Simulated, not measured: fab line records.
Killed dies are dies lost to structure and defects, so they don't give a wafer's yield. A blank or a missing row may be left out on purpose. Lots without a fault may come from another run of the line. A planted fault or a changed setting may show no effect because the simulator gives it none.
Chamber matching | flow n5Finfet | 4 sister chambers for N5_BEOL_M7_ALD_77 on aldMetal-03
The step deposits TaN, target thk 2 nm, pulse time 2 s, purge time 3 s. 4 wafers are shown with their chamber, then 8 later ones without.

EACH WAFER AND ITS CHAMBER
wafer  | chamber | heaterPowerW (W)
L091.1 | 2       | 435
L091.3 | 1       | 396
L091.5 | 0       | 361
L092.1 | 3       | 551

WAFERS WITH NO CHAMBER GIVEN
wafer  | heaterPowerW (W)
L092.2 | 439
L092.6 | 349
L096.2 | 364
L096.3 | 393
L096.5 | 358
L097.1 | 352
L097.3 | 435
L097.5 | 421

THE CHAMBER EACH PASSED THROUGH
wafer  | from the rows above     | in truth
L092.2 | 2                       | 2
L092.6 | 0                       | 0
L096.2 | 0                       | 0
L096.3 | 1                       | 1
L096.5 | 0                       | 0
L097.1 | 0                       | 0
L097.3 | 2                       | 2
L097.5 | can't be placed: 2 or 1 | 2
Correctly placed: 7 of 8. Can't be placed from these rows: 1 (the true chamber is among the candidates in 1). Placed wrongly: 0.
How it was worked out, from the rows above alone: a wafer's distance from a chamber is the root of the sum, over the readings, of the square of ((its reading less the chamber's mean) divided by the reading's scatter). The wafer belongs to the nearest chamber; if the next one is less than 2 further off, it can't be placed. The mean given for a chamber averages the wafers shown for that chamber. The scatter (one wafer shown for each chamber): square how far every hidden wafer sits from the nearest shown wafer, average those squares and take the square root.
